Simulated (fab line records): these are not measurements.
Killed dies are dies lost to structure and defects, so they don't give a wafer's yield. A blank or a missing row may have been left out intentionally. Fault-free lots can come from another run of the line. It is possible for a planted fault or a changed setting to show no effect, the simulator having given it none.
Which tool was responsible?    flow nand harc    24 lots with 72 wafers sampled at 6 steps, on a route of 1302 steps

WHAT THE GAUGES SHOWED, per wafer
NHARC_A_SLIT_INSPECT_11. Usual: raw defect count reads 53 (standard deviation 27).
lot   measured      on                 raw defect count  flag
L074  day 19 11:45  defect inspect-01  18 21 21          
L075  day 20 03:01  defect inspect-01  27 27 30          
L076  day 20 13:13  defect inspect-02  114 105 94        
L077  day 21 04:22  defect inspect-02  66 57 69          
L078  day 21 04:49  defect inspect-01  57 71 69          
L080  day 21 22:54  defect inspect-01  51 64 61          
L079  day 21 23:05  defect inspect-01  21 20 26          
L081  day 23 03:27  defect inspect-02  63 68 68          
L082  day 23 03:57  defect inspect-01  30 22 28          
L085  day 23 23:40  defect inspect-02  70 73 80          
L083  day 23 23:58  defect inspect-01  35 39 40          
L084  day 24 00:07  defect inspect-01  75 97 68          
L086  day 24 11:26  defect inspect-01  69 81 65          
L088  day 25 07:41  defect inspect-02  56 63 68          
L087  day 25 23:05  defect inspect-02  49 28 40          
L090  day 26 08:47  defect inspect-01  50 48 53          
L089  day 26 14:24  defect inspect-01  66 65 56          
L091  day 27 06:26  defect inspect-02  107 117 120       
L092  day 27 06:43  defect inspect-02  24 31 17          
L093  day 27 23:59  defect inspect-01  78 58 79          
L094  day 28 00:34  defect inspect-01  21 26 18          
L095  day 28 08:52  defect inspect-01  15 15 12          
L097  day 29 01:29  defect inspect-01  36 29 30          
L096  day 29 02:27  defect inspect-02  59 53 67          

NHARC_A_CONTACT_CD_MEAS_53. Usual: cd nm reads 289.6 nm (standard deviation 1).
lot   measured      on         cd nm (nm)         flag
L074  day 21 05:54  cd sem-02  290.1 290.3 290.5  
L075  day 22 00:07  cd sem-03  288.4 290.2 289.2  
L076  day 22 11:04  cd sem-03  290.4 291.1 289.3  
L077  day 23 01:41  cd sem-01  290.2 289.0 290.6  
L078  day 23 03:03  cd sem-03  288.2 288.9 289.5  
L080  day 23 18:45  cd sem-03  290.2 290.7 289.9  
L079  day 23 22:50  cd sem-03  289.2 290.0 289.1  
L081  day 25 02:53  cd sem-01  290.5 291.6 290.9  
L082  day 24 22:41  cd sem-03  291.4 290.3 290.6  
L085  day 25 23:14  cd sem-02  287.9 287.9 287.7  
L083  day 25 20:26  cd sem-01  289.1 288.8 289.6  
L084  day 26 00:05  cd sem-01  287.7 288.4 287.5  
L086  day 26 11:23  cd sem-02  290.9 291.4 290.7  
L088  day 27 07:22  cd sem-02  289.8 290.1 289.1  
L087  day 27 20:45  cd sem-02  288.9 290.0 289.9  
L090  day 28 02:53  cd sem-01  288.4 288.5 288.8  
L089  day 28 10:58  cd sem-03  290.4 289.8 289.6  
L091  day 29 02:04  cd sem-03  290.8 290.0 290.5  
L092  day 29 02:50  cd sem-03  288.6 288.6 289.4  
L093  day 29 18:06  cd sem-02  290.1 290.3 289.8  
L094  day 29 19:55  cd sem-02  289.7 290.1 290.5  
L095  day 30 07:22  cd sem-02  287.7 287.4 287.4  
L097  day 30 19:43  cd sem-01  289.4 290.3 290.4  
L096  day 30 19:31  cd sem-02  290.0 290.5 290.1  

NHARC_A_CONTACT_CD_MEAS_69: the cd target is 300 nm. Usual: cd nm reads 300.0 nm (standard deviation 0.61).
lot   measured      on         cd nm (nm)         flag
L074  day 21 13:06  cd sem-02  300.1 301.1 300.2  
L075  day 22 05:05  cd sem-03  300.0 300.5 300.5  
L076  day 22 15:56  cd sem-02  299.7 300.9 300.7  
L077  day 23 06:41  cd sem-03  300.8 299.5 300.6  
L078  day 23 08:16  cd sem-03  299.8 299.7 299.5  
L080  day 24 02:47  cd sem-03  299.7 299.3 299.9  
L079  day 24 03:46  cd sem-01  298.8 299.5 299.4  
L081  day 25 07:41  cd sem-01  300.8 300.2 299.8  
L082  day 25 04:02  cd sem-01  300.1 299.6 299.4  
L085  day 26 04:08  cd sem-02  300.6 299.9 299.3  
L083  day 26 01:25  cd sem-02  300.2 299.7 300.4  
L084  day 26 04:59  cd sem-02  299.2 299.4 299.9  
L086  day 26 20:27  cd sem-01  299.8 300.3 300.1  
L088  day 27 12:18  cd sem-01  300.2 301.5 300.9  
L087  day 28 02:58  cd sem-03  300.1 299.1 299.6  
L090  day 28 08:07  cd sem-03  300.0 300.0 299.7  
L089  day 28 15:56  cd sem-03  301.1 300.8 300.1  
L091  day 29 07:17  cd sem-03  300.0 300.4 300.6  
L092  day 29 08:29  cd sem-03  299.5 299.6 298.9  
L093  day 29 23:00  cd sem-01  300.2 300.8 300.0  
L094  day 30 00:52  cd sem-02  300.3 300.3 299.6  
L095  day 30 12:27  cd sem-02  299.8 299.4 299.8  
L097  day 31 00:49  cd sem-03  299.9 300.7 300.7  
L096  day 31 00:27  cd sem-03  300.6 301.6 300.3  

WHICH TOOL RAN EACH LOT (tool, then ch and the chambers of the sampled wafers, then the start)
lot   NHARC_A_SLIT_ETCH_17              NHARC_A_WL_FILL_ALD_19               NHARC_A_CONTACT_ETCH_119
L074  har etch-01 ch 1, day 19 13:40    ald metal-01 ch 0,2,3, day 20 18:08  har cap etch-03 ch 0,1, day 21 04:01
L075  har etch-02 ch 0,1, day 20 04:58  ald metal-03 ch 0,1,2, day 21 12:24  har cap etch-02 ch 0,1, day 21 22:14
L076  har etch-02 ch 0,1, day 20 15:07  ald metal-01 ch 0,2,3, day 21 23:13  har cap etch-02 ch 0,1, day 22 09:11
L077  har etch-02 ch 0,1, day 21 06:17  ald metal-02 ch 0,1,3, day 22 13:04  har cap etch-03 ch 0,1, day 22 23:50
L078  har etch-01 ch 0, day 21 06:08    ald metal-03 ch 1,2,3, day 22 13:01  har cap etch-01 ch 0,1, day 23 01:10
L080  har etch-01 ch 0,1, day 22 00:31  ald metal-02 ch 1,2, day 23 06:06    har cap etch-02 ch 0, day 23 16:52
L079  har etch-01 ch 0,1, day 22 04:54  ald metal-03 ch 0,1,2, day 23 11:04  har cap etch-03 ch 0,1, day 23 20:58
L081  har etch-01 ch 0,1, day 23 04:46  ald metal-02 ch 0,1,3, day 24 14:38  har cap etch-03 ch 0,1, day 25 01:01
L082  har etch-02 ch 0,1, day 23 06:49  ald metal-01 ch 0,1, day 24 10:43    har cap etch-01 ch 0,1, day 24 20:48
L085  har etch-01 ch 0,1, day 24 00:59  ald metal-02 ch 1,3, day 25 11:14    har cap etch-03 ch 0,1, day 25 21:21
L083  har etch-02 ch 0,1, day 24 02:31  ald metal-01 ch 0,1,2, day 25 08:35  har cap etch-02 ch 0,1, day 25 18:32
L084  har etch-01 ch 0,1, day 24 04:50  ald metal-01 ch 0,2,3, day 25 11:14  har cap etch-02 ch 0,1, day 25 22:13
L086  har etch-02 ch 0,1, day 24 15:23  ald metal-03 ch 0,2,3, day 25 23:40  har cap etch-01 ch 0,1, day 26 09:31
L088  har etch-01 ch 0,1, day 25 09:01  ald metal-01 ch 0,1,2, day 26 17:47  har cap etch-02 ch 0,1, day 27 05:27
L087  har etch-02 ch 0,1, day 26 02:12  ald metal-01 ch 0,1,3, day 27 08:55  har cap etch-02 ch 0,1, day 27 18:49
L090  har etch-01 ch 0,1, day 26 10:07  ald metal-03 ch 2,3, day 27 14:49    har cap etch-03 ch 0,1, day 28 01:01
L089  har etch-02 ch 1, day 26 15:44    ald metal-02 ch 0,1,3, day 27 22:11  har cap etch-01 ch 1, day 28 09:05
L091  har etch-01 ch 0,1, day 27 07:44  ald metal-01 ch 1,2, day 28 13:48    har cap etch-02 ch 0,1, day 29 00:13
L092  har etch-02 ch 0,1, day 27 08:44  ald metal-02 ch 0,1,2, day 28 13:49  har cap etch-01 ch 0,1, day 29 00:56
L093  har etch-01 ch 0,1, day 28 02:31  ald metal-02 ch 0,1,2, day 29 06:22  har cap etch-03 ch 0,1, day 29 16:16
L094  har etch-02 ch 0,1, day 28 02:44  ald metal-03 ch 2,3, day 29 06:19    har cap etch-02 ch 0,1, day 29 18:04
L095  har etch-01 ch 0,1, day 28 10:23  ald metal-02 ch 0,2,3, day 29 19:07  har cap etch-02 ch 0,1, day 30 05:28
L097  har etch-01 ch 0,1, day 29 03:26  ald metal-01 ch 0,3, day 30 07:43    har cap etch-03 ch 0,1, day 30 17:51
L096  har etch-02 ch 0,1, day 29 04:59  ald metal-03 ch 1,2, day 30 07:44    har cap etch-01 ch 0,1, day 30 17:42
- NHARC_A_SLIT_ETCH_17: etches the open film in C4F8/O2/Ar, time 4254.5 s, target depth 20300 nm.
- NHARC_A_WL_FILL_ALD_19: deposits TiN, target thk 2 nm, pulse time 3 s, ald cycles 100.
- NHARC_A_CONTACT_ETCH_119: etches the open film in C4F8/O2/Ar, time 190 s, target depth 1850 nm.

WHAT THE TOOLS THEMSELVES READ (means of the sampled wafers that have a number; where no wafer has one, the mark that the record gives instead)
NHARC_A_SLIT_ETCH_17. Usual: drypump motor current A 5.64 A, standard deviation 0.27; showerhead plenum p Torr 3.80 Torr, standard deviation 0.14; throttle valve pct 32.045 %, standard deviation 0.0095.
lot   tool         drypump motor current A (A)  showerhead plenum p Torr (Torr)  throttle valve pct (%)  flag
L074  har etch-01  5.18                         3.41                             32.046                  
L075  har etch-02  5.85                         3.92                             32.043                  
L076  har etch-02  5.85                         3.92                             32.050                  
L077  har etch-02  5.84                         3.91                             32.033                  
L078  har etch-01  5.70                         3.65                             32.042                  
L080  har etch-01  5.35                         3.84                             32.038                  
L079  har etch-01  5.52                         3.74                             32.047                  
L081  har etch-01  5.36                         3.83                             32.045                  
L082  har etch-02  5.85                         3.89                             32.037                  
L085  har etch-01  5.35                         3.82                             32.048                  
L083  har etch-02  5.85                         3.89                             32.048                  
L084  har etch-01  5.35                         3.82                             32.047                  
L086  har etch-02  5.87                         3.88                             32.034                  
L088  har etch-01  5.35                         3.81                             32.050                  
L087  har etch-02  5.87                         3.87                             32.043                  
L090  har etch-01  5.35                         3.81                             32.046                  
L089  har etch-02  5.88                         3.87                             32.051                  
L091  har etch-01  5.37                         3.80                             32.047                  
L092  har etch-02  5.84                         3.86                             32.048                  
L093  har etch-01  5.53                         3.69                             32.039                  
L094  har etch-02  5.85                         3.86                             32.049                  
L095  har etch-01  5.36                         3.79                             32.051                  
L097  har etch-01  5.53                         3.69                             32.045                  
L096  har etch-02  5.86                         3.85                             32.050                  

NHARC_A_WL_FILL_ALD_19. Usual: heater power w 1098 W, standard deviation 140; precursor pulse height rel 1.000, standard deviation 0.021.
lot   tool          heater power w (W)  precursor pulse height rel  flag
L074  ald metal-01  1046                0.991                       
L075  ald metal-03  1018                0.987                       
L076  ald metal-01  1061                1.001                       
L077  ald metal-02  1203                0.994                       
L078  ald metal-03  1019                0.996                       
L080  ald metal-02  1207                1.001                       
L079  ald metal-03  1032                1.014                       
L081  ald metal-02  1210                0.994                       
L082  ald metal-01  1072                1.014                       
L085  ald metal-02  1293                1.010                       
L083  ald metal-01  1076                1.009                       
L084  ald metal-01  1063                1.006                       
L086  ald metal-03  932                 0.995                       
L088  ald metal-01  1050                0.995                       
L087  ald metal-01  1112                1.022                       
L090  ald metal-03  926                 1.001                       
L089  ald metal-02  1174                1.012                       
L091  ald metal-01  1070                1.003                       
L092  ald metal-02  1169                0.989                       
L093  ald metal-02  1169                0.985                       
L094  ald metal-03  943                 0.985                       
L095  ald metal-02  1098                1.005                       
L097  ald metal-01  1121                1.008                       
L096  ald metal-03  932                 0.992                       

THE ANSWER, worked out from the rows above alone
Rule: a lot counts as off when the mean over its wafers that have a number is more than 3 standard deviations away from the usual mean. Also off: a lot with no number at a reading for which 4 or more lots have one. The other lots that the step has rows for count as sound. First the gauges in route order, then the tools' own readings, where a lot's mean is used as printed above. At the first step where some lot is off, the reading lying furthest off is the one used; lots without a number count as furthest.
No lot is off at any reading shown: from this, nothing can be told.

WHAT THE SIMULATOR PUT IN
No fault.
